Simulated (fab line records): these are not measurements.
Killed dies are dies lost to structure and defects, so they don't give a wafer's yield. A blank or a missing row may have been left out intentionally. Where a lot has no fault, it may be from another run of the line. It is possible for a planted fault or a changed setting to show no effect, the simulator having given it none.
Chamber matching + flow nand_harc + NHARC_A_STAIRCASE_CMP_472 on cmp-01 has 4 sister chambers
The step polishes SiO2. 4 wafers are shown with their chamber, then 11 later ones without.

WAFERS PAIRED WITH THEIR CHAMBERS
| wafer  | chamber | motor_current_A (A) |
|--------|---------|---------------------|
| L087.3 | 0       | 12.3                |
| L089.3 | 1       | 12.6                |
| L089.4 | 2       | 11.6                |
| L088.3 | 3       | 10.6                |

WAFERS WHOSE CHAMBER IS MISSING
| wafer  | motor_current_A (A) |
|--------|---------------------|
| L088.4 | 11.1                |
| L088.6 | 12.6                |
| L091.1 | 11.7                |
| L091.3 | 10.4                |
| L091.4 | 13.3                |
| L092.2 | 11.8                |
| L092.4 | 10.7                |
| L092.6 | 10.9                |
| L094.2 | 10.4                |
| L094.5 | 13.2                |
| L094.6 | 11.0                |

EACH ONE'S CHAMBER
| wafer  | from the rows above          | in truth |
|--------|------------------------------|----------|
| L088.4 | can't be placed: 2 or 3 or 0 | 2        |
| L088.6 | can't be placed: 1 or 0      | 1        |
| L091.1 | can't be placed: 2 or 0      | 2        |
| L091.3 | 3                            | 3        |
| L091.4 | can't be placed: 1 or 0      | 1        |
| L092.2 | can't be placed: 2 or 0 or 1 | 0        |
| L092.4 | 3                            | 3        |
| L092.6 | can't be placed: 3 or 2      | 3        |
| L094.2 | 3                            | 3        |
| L094.5 | can't be placed: 1 or 0      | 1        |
| L094.6 | can't be placed: 3 or 2      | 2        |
Correctly placed: 3 of 11. Unplaceable from these rows: 8, with the true chamber sitting among the candidates in 8. 0 placed wrongly.
How it was worked out, from the rows above alone: a wafer's distance from a chamber is the root of the sum, over the readings, of the square of ((its reading less the chamber's mean) divided by the reading's scatter). The wafer belongs to the nearest chamber; if the next one is less than 2 further off, it can't be placed. A chamber's mean is the mean of its shown wafers. The scatter: with one shown wafer a chamber, the root of the mean of the squares of how far each hidden wafer lies from its nearest shown one.
